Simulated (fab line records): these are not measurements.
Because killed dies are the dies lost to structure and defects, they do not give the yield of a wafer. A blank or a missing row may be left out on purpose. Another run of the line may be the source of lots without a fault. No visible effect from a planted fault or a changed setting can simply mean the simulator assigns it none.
fab line records	flow n5_finfet
record lots=8	wafers=24	last_day=17
route steps=1938 shown DUMMY_GATE@243 SPACER0@260 SD_EPI_N@271 BEOL_M4@1111 PASSIVATION@1936
lots with no fault: from the same line, run without faults
start_h: the number of hours between the record's first day and the start of the first shown wafer of the lot	wait_h: how many hours have passed since the lot's step before this one	" as in the row above	L1.1+2: several wafers, shown together as one row	- no value, or no start given	* or withheld: withheld	< > ~ a bound
route shown NAME@n: a module of which the file shows steps, and the number in the route of the first	usual: the fault-free wafers' mean and standard deviation	same: alike in all rows	chamber/n: place in a boat	sites: the reading at each site	_std_site: the values' standard deviation	_edge_site: mean of outer sites minus mean of inner sites	radius_mm: how far each site lies from the wafer's centre	mask NAME#n: copy n	behind: the most recent tool/chamber to have shaped the wafer	hold: why the lot went on hold/how many hours it stayed there/how the hold came to an end	device: the n, p or np transistor that did not switch	end of line: the tests these same wafers got at the end of their route	a step given without rows: its recipe and nothing more	killed: count of dies lost to structure and defects at first sort (not the wafer's yield)	map: per-die view of a wafer (x killed, . not killed, _ where there is no die)
set.NAME: the setting the step ran with; set.NAME@STEP: the setting that earlier step ran with	model.NAME: the simulator's own value behind a step, which no gauge read
steps of the route over a sample of lots; a table a step, a row a wafer
services: from which hour (start_h, from the record's first day; less than 0 if before it) a tool's chamber was out of use, for how many hours, and why
## steps
# step N5_DUMMY_GATE_ETCH_31
# recipe chemistry=C4F6/O2	target=SiO2	mask_material=SOC	target_depth_a=825	time_s=27.5	ion_energy_ev=250	pressure_mtorr=30	source_w=345	bias_w=185	Ar_flow_sccm=300	C4F6_flow_sccm=10	O2_flow_sccm=10
# usual drypump_motor_current_A=5.7/0.6	oes_product_au=0.76/0.081	rf_vpp_V=664/5.4	showerhead_plenum_p_Torr=2.87/0.11	throttle_valve_pct=21.16/0.17
lot.wafer	tool	chamber	start_h	wait_h	drypump_motor_current_A	oes_product_au	rf_hours_counter_h	rf_vpp_V	showerhead_plenum_p_Torr	throttle_valve_pct
L979.1	rie_diel-01	3	94.98	0.1	4.9	0.69	223	663	2.94	21.15
L979.4	"	0	"	"	6.0	0.71	222	669	2.92	21.28
L979.6	"	0	"	"	6.0	0.71	-	667	2.92	21.29
L980.1	rie_diel-05	3	99.86	0.0	6.8	0.80	119	656	2.76	21.22
L980.2	"	1	"	"	6.0	0.69	225	673	2.80	21.35
L980.4	"	2	"	"	6.2	0.73	151	658	2.73	21.23
L981.3	rie_diel-01	0	107.63	0.0	6.0	0.70	226	668	2.92	21.29
L981.5	"	3	"	"	4.9	0.69	-	663	2.94	21.17
L981.6	"	2	"	"	6.3	0.76	-	662	2.95	21.45
L986.2	rie_diel-05	0	135.75	0.0	4.7	0.91	23	659	2.80	20.98
L986.3	"	1	"	"	6.0	0.68	236	673	2.80	21.36
L986.6	"	1	"	"	6.0	0.69	-	672	2.80	21.35
L987.1	rie_diel-03	3	143.24	0.0	5.2	0.78	113	662	2.64	20.93
L987.3	"	1	"	"	5.5	0.76	164	670	2.96	21.00
L987.6	"	2	"	"	5.1	0.76	-	661	2.95	20.99
L990.1	rie_diel-03	1	161.07	0.0	5.4	0.74	169	670	2.95	21.02
L990.4	"	2	"	"	5.2	0.75	145	663	2.95	20.98
L990.5	"	0	"	"	5.3	0.71	-	672	2.92	21.06
L991.2	rie_diel-03	3	168.61	0.0	5.2	0.78	121	663	2.64	20.95
L991.3	"	2	"	"	5.2	0.75	147	661	2.95	21.00
L991.4	"	0	"	"	5.4	0.70	226	673	2.92	21.06
L993.2	rie_diel-05	3	180.17	0.1	6.8	0.77	144	653	2.75	21.25
L993.3	"	0	"	"	4.7	0.88	37	659	2.79	21.02
L993.6	"	1	"	"	6.0	0.68	-	673	2.79	21.37
# step N5_DUMMY_GATE_ETCH_44
# recipe chemistry=HBr/O2	over_etch_frac=0.7	target_depth_a=1275	stop_on=SiO2	ion_energy_ev=60	bias_w=20	target=poly-Si	mask_material=SiO2	pressure_mtorr=20	icp_w=400	HBr_flow_sccm=120	O2_flow_sccm=10
# usual drypump_motor_current_A=5.9/0.49	oes_product_au=0.732/0.0091	throttle_valve_pct=18.55/0.2
lot.wafer	tool	chamber	start_h	wait_h	drypump_motor_current_A	oes_product_au	rf_hours_counter_h	throttle_valve_pct
L979.1	rie_si-05	0	95.32	0.0	5.7	0.749	45	18.33
L979.4	"	3	"	"	6.6	0.743	191	18.26
L979.6	"	1	"	"	5.3	0.723	-	18.62
L980.1	rie_si-01	1	100.20	0.0	6.3	0.720	118	18.46
L980.2	"	0	"	"	6.2	0.736	15	18.82
L980.4	"	3	"	"	6.3	0.720	167	18.77
L981.3	rie_si-01	2	107.97	0.0	6.2	0.750	150	18.56
L981.5	"	1	"	"	6.3	0.732	-	18.45
L981.6	"	2	"	"	6.2	0.734	-	18.56
L986.2	rie_si-05	3	136.08	0.0	6.6	0.732	191	18.26
L986.3	"	0	"	"	5.7	0.735	46	18.32
L986.6	"	1	"	"	5.3	0.734	-	18.63
L987.1	rie_si-06	1	143.58	0.0	5.0	0.735	5	18.18
L987.3	"	3	"	"	5.8	0.717	191	18.92
L987.6	"	2	"	"	5.7	0.711	-	18.41
L990.1	rie_si-05	1	161.41	0.0	5.3	0.733	155	18.62
L990.4	"	2	"	"	5.3	0.731	86	18.61
L990.5	"	0	"	"	5.7	0.739	-	18.33
L991.2	rie_si-05	0	168.95	0.0	5.7	0.741	46	18.33
L991.3	"	3	"	"	6.6	0.743	192	18.28
L991.4	"	1	"	"	5.3	0.734	155	18.64
L993.2	rie_si-05	0	180.51	0.0	5.7	0.740	47	18.33
L993.3	"	1	"	"	5.3	0.719	155	18.63
L993.6	"	1	"	"	5.3	0.735	-	18.64
# step N5_SPACER0_ALD_08
# recipe material=SiNx	target_thk_a=20	temp_c=400	ald_precursor_family=SiH2I2	ald_co_reactant=N2/H2-plasma	pressure_torr=2
# usual heater_power_w=800/91
lot.wafer	tool	chamber	start_h	wait_h	heater_power_w
L979.1	ald_sin-04	0	96.66	0.1	916
L979.4	"	3	"	"	658
L979.6	"	2	"	"	771
L980.1	ald_sin-02	3	101.04	0.1	839
L980.2	"	0	"	"	879
L980.4	"	2	"	"	892
L981.3	ald_sin-02	3	108.81	0.1	842
L981.5	"	1	"	"	772
L981.6	"	2	"	"	911
L986.2	ald_sin-02	3	137.50	0.1	841
L986.3	"	1	"	"	749
L986.6	"	2	"	"	896
L987.1	ald_sin-02	3	144.57	0.1	830
L987.3	"	0	"	"	898
L987.6	"	1	"	"	774
L990.1	ald_sin-01	2	162.25	0.1	876
L990.4	"	0	"	"	690
L990.5	"	2	"	"	895
L991.2	ald_sin-01	3	170.07	0.1	728
L991.3	"	1	"	"	919
L991.4	"	2	"	"	869
L993.2	ald_sin-04	0	182.57	0.1	913
L993.3	"	1	"	"	797
L993.6	"	3	"	"	651
# step N5_SPACER0_INSPECT_04
# recipe inspect_instrument=darkfield	mode=post_dep
# usual raw_defect_count=129/27
lot.wafer	tool	chamber	start_h	wait_h	raw_defect_count
L979.1	defect_inspect-01	-	96.82	0.1	154
L979.4	"	-	"	"	129
L979.6	"	-	"	"	179
L980.1	defect_inspect-02	-	101.20	0.1	127
L980.2	"	-	"	"	143
L980.4	"	-	"	"	138
L981.3	defect_inspect-01	-	108.97	0.1	168
L981.5	"	-	"	"	117
L981.6	"	-	"	"	156
L986.2	defect_inspect-02	-	137.66	0.1	1279
L986.3	"	-	"	"	1188
L986.6	"	-	"	"	1270
L987.1	defect_inspect-02	-	144.72	0.1	1243
L987.3	"	-	"	"	1246
L987.6	"	-	"	"	1213
L990.1	defect_inspect-02	-	162.40	0.1	99
L990.4	"	-	"	"	121
L990.5	"	-	"	"	85
L991.2	defect_inspect-01	-	170.23	0.1	153
L991.3	"	-	"	"	172
L991.4	"	-	"	"	149
L993.2	defect_inspect-02	-	182.73	0.1	150
L993.3	"	-	"	"	91
L993.6	"	-	"	"	127
# step N5_SD_EPI_N_OVL_MEAS_10
# recipe points_per_wafer=44
# usual SD_N_BLK_OVL=-0.4/0.81
lot.wafer	tool	chamber	start_h	wait_h	SD_N_BLK_OVL[nm]
L979.1	overlay-01	0	97.25	0.0	-1.4
L979.4	"	0	"	"	-1.0
L979.6	"	0	"	"	-2.1
L980.1	overlay-01	0	101.50	0.0	0.5
L980.2	"	0	"	"	0.1
L980.4	"	0	"	"	-0.8
L981.3	overlay-01	0	109.27	0.0	0.0
L981.5	"	0	"	"	-0.2
L981.6	"	0	"	"	-0.6
L986.2	overlay-02	0	138.09	0.0	0.2
L986.3	"	0	"	"	0.3
L986.6	"	0	"	"	-0.6
L987.1	overlay-01	0	145.03	0.0	-0.7
L987.3	"	0	"	"	-2.1
L987.6	"	0	"	"	-1.2
L990.1	overlay-01	0	162.71	0.0	0.2
L990.4	"	0	"	"	-0.7
L990.5	"	0	"	"	-0.6
L991.2	overlay-01	0	170.66	0.0	0.2
L991.3	"	0	"	"	-0.1
L991.4	"	0	"	"	-0.8
L993.2	overlay-02	0	183.16	0.0	0.3
L993.3	"	0	"	"	0.8
L993.6	"	0	"	"	-0.3
# step N5_SD_EPI_N_INSPECT_11
# recipe mode=adi	inspect_instrument=macro
# usual raw_defect_count=2.1/1.4
lot.wafer	tool	chamber	start_h	wait_h	raw_defect_count
L979.1	defect_inspect-02	-	97.27	0.0	1
L979.4	"	-	"	"	5
L979.6	"	-	"	"	4
L980.1	defect_inspect-02	-	101.53	0.0	3
L980.2	"	-	"	"	1
L980.4	"	-	"	"	2
L981.3	defect_inspect-02	-	109.30	0.0	1
L981.5	"	-	"	"	0
L981.6	"	-	"	"	1
L986.2	defect_inspect-01	-	138.11	0.0	>300
L986.3	"	-	"	"	>300
L986.6	"	-	"	"	>300
L987.1	defect_inspect-01	-	145.05	0.0	>300
L987.3	"	-	"	"	>300
L987.6	"	-	"	"	>300
L990.1	defect_inspect-02	-	162.73	0.0	3
L990.4	"	-	"	"	4
L990.5	"	-	"	"	1
L991.2	defect_inspect-01	-	170.68	0.0	3
L991.3	"	-	"	"	4
L991.4	"	-	"	"	3
L993.2	defect_inspect-01	-	183.18	0.0	3
L993.3	"	-	"	"	0
L993.6	"	-	"	"	4
# step N5_SD_EPI_N_INSPECT_26
# recipe inspect_instrument=darkfield	mode=post_epi
# usual raw_defect_count=204/39
lot.wafer	tool	chamber	start_h	wait_h	raw_defect_count
L979.1	defect_inspect-02	-	101.42	0.1	254
L979.4	"	-	"	"	166
L979.6	"	-	"	"	246
L980.1	defect_inspect-01	-	105.88	0.1	231
L980.2	"	-	"	"	318
L980.4	"	-	"	"	278
L981.3	defect_inspect-02	-	114.57	0.1	273
L981.5	"	-	"	"	210
L981.6	"	-	"	"	248
L986.2	defect_inspect-01	-	142.21	0.1	1321
L986.3	"	-	"	"	1210
L986.6	"	-	"	"	1310
L987.1	defect_inspect-02	-	149.27	0.1	1289
L987.3	"	-	"	"	1287
L987.6	"	-	"	"	1283
L990.1	defect_inspect-01	-	166.74	0.1	175
L990.4	"	-	"	"	199
L990.5	"	-	"	"	229
L991.2	defect_inspect-02	-	174.84	0.1	197
L991.3	"	-	"	"	221
L991.4	"	-	"	"	213
L993.2	defect_inspect-02	-	187.60	0.1	209
L993.3	"	-	"	"	128
L993.6	"	-	"	"	188
# step N5_BEOL_M4_RC_MEAS_101
# usual DIBL_N=36.3/1	DIBL_P=36.2/1.4	IOFF_N=0.157/0.021	IOFF_P=0.206/0.025	ION_N=673/9	ION_P=461/6.4	SS_N=71.5/0.5	SS_P=73.2/0.47	VT_N=249.9/2.4	VT_P=-250.6/2.9
lot.wafer	tool	chamber	start_h	wait_h	DIBL_N[mV/V]	DIBL_P[mV/V]	IOFF_N[nA/um]	IOFF_P[nA/um]	ION_N[uA/um]	ION_P[uA/um]	SS_N[mV/dec]	SS_P[mV/dec]	VT_N[mV]	VT_P[mV]
L979.1	prober-02	0	206.44	0.0	36.2	35.7	0.148	0.186	673	457	71.8	73.9	250.7	-252.1
L979.4	"	0	"	"	36.6	35.6	0.154	0.178	675	456	71.9	72.4	248.6	-251.9
L979.6	"	0	"	"	36.2	35.8	0.151	0.182	677	467	71.1	73.3	250.7	-252.5
L980.1	prober-02	0	211.26	0.0	35.4	35.4	0.140	0.180	663	451	70.8	73.5	252.7	-250.7
L980.2	"	0	"	"	36.5	36.8	0.175	0.203	685	465	72.0	73.5	246.5	-250.9
L980.4	"	0	"	"	36.2	35.5	0.159	0.186	661	450	71.9	73.4	250.9	-254.0
L981.3	prober-02	0	215.13	0.3	35.7	34.6	0.132	0.177	668	458	71.7	72.9	250.7	-251.9
L981.5	"	0	"	"	37.5	36.7	0.153	0.205	664	458	71.8	73.6	251.9	-251.3
L981.6	"	0	"	"	35.7	34.4	0.135	0.174	659	456	71.9	72.6	251.5	-251.5
L987.1	prober-01	0	255.63	0.0	36.5	35.7	0.142	0.199	665	454	71.3	73.1	250.0	-250.1
L987.3	"	0	"	"	38.0	37.5	0.169	0.228	666	463	71.4	73.5	249.7	-248.1
L987.6	"	0	"	"	36.4	35.4	0.138	0.196	658	456	71.1	73.1	250.6	-253.0
L986.2	prober-02	0	263.53	0.2	35.6	35.0	0.139	0.220	666	466	71.5	72.8	251.5	-247.1
L986.3	"	0	"	"	37.0	35.2	0.150	0.224	671	462	71.8	73.1	250.7	-247.0
L986.6	"	0	"	"	36.3	35.1	0.145	0.217	661	462	71.1	72.9	251.4	-247.4
L990.1	prober-02	0	281.11	0.0	37.5	35.7	0.148	0.179	665	448	71.8	73.4	251.7	-255.2
L990.4	"	0	"	"	35.4	34.3	0.120	0.157	667	455	70.2	72.9	252.6	-255.0
L990.5	"	0	"	"	35.9	34.6	0.132	0.162	660	455	72.1	72.3	252.5	-255.7
L991.2	prober-01	0	287.29	0.8	35.8	36.5	0.162	0.227	680	469	71.4	74.0	245.4	-247.4
L991.3	"	0	"	"	34.6	35.0	0.136	0.198	670	467	71.5	72.7	251.9	-251.0
L991.4	"	0	"	"	35.3	35.7	0.152	0.210	677	468	71.4	73.7	251.6	-245.4
L993.2	prober-02	0	301.82	0.2	37.8	38.4	0.180	0.230	674	462	71.7	74.2	248.4	-251.4
L993.3	"	0	"	"	35.6	35.6	0.145	0.187	664	457	72.1	72.9	251.5	-251.2
L993.6	"	0	"	"	33.4	32.3	0.106	0.148	663	455	70.7	72.3	255.4	-255.0
# step N5_PASSIVATION_PROBE_49
# usual defect_limited_yield=91.1/1.3	killed_at_M0_to_M3=36/10	killed_at_M4_up=14/4.4	killed_at_contacts=14/5.7	killed_at_front_end=39/9.4	killed_at_other=2.9/2.6	killed_dies=105/15	killed_on_rim=14/3.5	killed_open=70/12	killed_short=34/7.1	sort_bin_5_function=5.3/0.77	sort_bin_6_memory=3.3/0.66	sort_n_pass=1075/15	sort_yield_pct=91.1/1.3
# same gross_dies=1180	killed_at_back_side=0	sort_bin_4_leakage[%]=0	sort_bin_8_speed[%]=0
lot.wafer	tool	chamber	start_h	wait_h	defect_limited_yield[%]	killed_at_M0_to_M3	killed_at_M4_up	killed_at_contacts	killed_at_front_end	killed_at_other	killed_dies	killed_on_rim	killed_open	killed_short	sort_bin_5_function[%]	sort_bin_6_memory[%]	sort_n_pass	sort_yield_pct[%]
L981.3	prober-02	-	318.61	0.1	91.5	40	13	9	37	1	100	12	74	26	5.8	2.5	1080	91.5
L981.5	prober-02	-	318.71	0.2	91.4	44	13	11	33	1	102	12	65	35	5.3	3.1	1078	91.4
L981.6	prober-02	-	318.76	0.3	90.6	40	18	14	38	1	111	16	83	26	5.3	3.8	1069	90.6
L987.1	prober-02	-	351.94	0.0	80.2	31	8	8	187	0	234	18	56	28	11.3	4.3	946	80.2
L987.3	prober-02	-	352.04	0.1	84.7	25	12	14	128	2	181	34	61	28	8.8	3.9	999	84.7
L987.6	prober-02	-	352.19	0.3	81.8	42	9	19	143	2	215	35	76	27	11.3	3.3	965	81.8
L986.2	prober-02	-	361.84	0.1	79.0	33	14	9	191	1	248	16	73	25	13.2	3.8	932	79.0
L986.3	prober-02	-	361.89	0.1	84.0	23	9	3	154	0	189	28	42	28	10.4	3.0	991	84.0
L986.6	prober-02	-	362.04	0.3	78.9	31	21	5	188	4	249	25	68	23	13.5	4.2	931	78.9
# killed by level:class
L981.3 BEOL_M1:geometric_particle:open=16 STI_FIN_REVEAL:geometric_particle:open=11 BEOL_M4:geometric_particle:open=8 MOL_CONTACT_COAG:geometric_particle:open=7 BEOL_M0_SAQP:geometric_particle:open=7 BEOL_M2:geometric_particle:open=7 FIN_SAQP:geometric_particle:short=5 DUMMY_GATE:geometric_particle:open=5
L981.5 BEOL_M0_SAQP:geometric_particle:open=11 BEOL_M0_SAQP:geometric_particle:short=10 BEOL_M1:geometric_particle:open=10 STI_FIN_REVEAL:geometric_particle:open=9 MOL_CONTACT_COAG:geometric_particle:open=8 STARTING-WAFER:geometric_particle:short=6 BEOL_M2:geometric_particle:open=6 GATE_CUT:geometric_particle:short=4
L981.6 BEOL_M2:geometric_particle:open=16 MOL_CONTACT_COAG:geometric_particle:open=13 BEOL_M4:geometric_particle:open=9 STI_FIN_REVEAL:geometric_particle:open=8 GATE_CUT:geometric_particle:short=7 FIN_SAQP:geometric_particle:open=6 BEOL_M0_SAQP:geometric_particle:open=6 BEOL_M1:geometric_particle:open=6
L987.1 SPACER0:unspecified=150 BEOL_M2:geometric_particle:open=8 FIN_SAQP:geometric_particle:short=7 STI_FIN_REVEAL:geometric_particle:open=7 FIN_SAQP:geometric_particle:open=5 DUMMY_GATE:geometric_particle:open=5 MOL_CONTACT_COAG:geometric_particle:open=5 BEOL_M1:geometric_particle:short=5
L987.3 SPACER0:unspecified=92 STI_FIN_REVEAL:geometric_particle:open=12 MOL_CONTACT_COAG:geometric_particle:open=12 BEOL_M1:geometric_particle:open=9 FIN_SAQP:geometric_particle:short=5 FIN_SAQP:geometric_particle:open=4 GATE_CUT:geometric_particle:short=4 BEOL_M6:geometric_particle:open=4
L987.6 SPACER0:unspecified=111 MOL_CONTACT_COAG:geometric_particle:open=18 BEOL_M1:geometric_particle:open=12 BEOL_M3:geometric_particle:open=8 BEOL_M0_SAQP:geometric_particle:open=7 FIN_SAQP:geometric_particle:open=6 FIN_SAQP:geometric_particle:short=6 BEOL_M0_SAQP:geometric_particle:short=5
L986.2 SPACER0:unspecified=149 BEOL_M0_SAQP:geometric_particle:open=11 STI_FIN_REVEAL:geometric_particle:open=10 MOL_CONTACT_COAG:geometric_particle:open=9 FIN_SAQP:geometric_particle:open=7 FIN_SAQP:geometric_particle:short=6 BEOL_M3:geometric_particle:open=6 BEOL_M0_SAQP:geometric_particle:short=5
L986.3 SPACER0:unspecified=118 FIN_SAQP:geometric_particle:short=11 FIN_SAQP:geometric_particle:open=8 BEOL_M0_SAQP:geometric_particle:open=7 BEOL_M0_SAQP:geometric_particle:short=7 STARTING-WAFER:geometric_particle:short=5 BEOL_M2:geometric_particle:open=4 STI_FIN_REVEAL:geometric_particle:open=3
L986.6 SPACER0:unspecified=157 BEOL_M3:geometric_particle:open=12 BEOL_M4:geometric_particle:open=10 BEOL_M0_SAQP:geometric_particle:open=9 STI_FIN_REVEAL:geometric_particle:open=8 FIN_SAQP:geometric_particle:short=4 FIN_CUT:geometric_particle:open=4 BEOL_M2:geometric_particle:open=4
## services
tool	chamber	start_h	hours	kind
ald_sin-02	2	72.87	-	calibration
rie_diel-05	-	76.88	0.9	repair
ald_sin-02	3	85.14	14.9	repair
ald_sin-01	-	85.25	14.0	pm
ald_sin-04	1	90.16	5.2	repair
rie_diel-03	1	95.95	26.3	repair
rie_si-06	3	101.62	9.4	repair
rie_diel-05	2	110.34	6.6	repair
ald_sin-01	1	125.40	1.6	repair
rie_diel-05	-	125.78	2.8	pm
rie_diel-01	3	132.83	3.4	repair
rie_diel-03	-	137.82	2.8	pm
ald_sin-04	-	139.20	1.7	repair
rie_si-05	3	158.32	2.6	repair
ald_sin-01	0	165.18	1.3	repair
rie_si-05	3	170.28	-	clean
rie_si-05	3	170.28	11.6	scheduled_down
rie_si-05	3	170.28	11.6	vent_cycle
rie_diel-01	0	171.33	5.5	repair
rie_si-06	1	176.91	5.9	repair
ald_sin-02	-	177.74	14.0	pm
ald_sin-02	0	177.74	14.0	vent_cycle
ald_sin-02	1	177.74	14.0	vent_cycle
ald_sin-02	2	177.74	14.0	vent_cycle
## key
first_sign step=N5_SPACER0_INSPECT_04	reading=raw_defect_count	direction=up	sigmas=41	usual=129	struck=1240
effect step=N5_SD_EPI_N_INSPECT_11	reading=raw_defect_count	direction=up	sigmas=99+	usual=2.1	struck=>300
effect step=N5_SD_EPI_N_INSPECT_26	reading=raw_defect_count	direction=up	sigmas=28	usual=204	struck=1283
effect step=N5_PASSIVATION_PROBE_49	reading=killed_at_front_end	direction=up	sigmas=13	usual=39	struck=165
more_kills_born_at N5_SPACER0_ALD_08@ald_sin-02=777
met_at N5_SPACER0_ALD_08
struck_lots L986,L987
not_acting_at N5_DUMMY_GATE_ETCH_31,N5_DUMMY_GATE_ETCH_44,N5_SD_EPI_N_OVL_MEAS_10
onset_between 108.81 137.50
fault kind=chamber_particle_source	tool=ald_sin-02	chamber=-	onset_h=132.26	steps=N5_SPACER0_ALD_08	rate_per_visit_cm2=1.7153	end_h=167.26
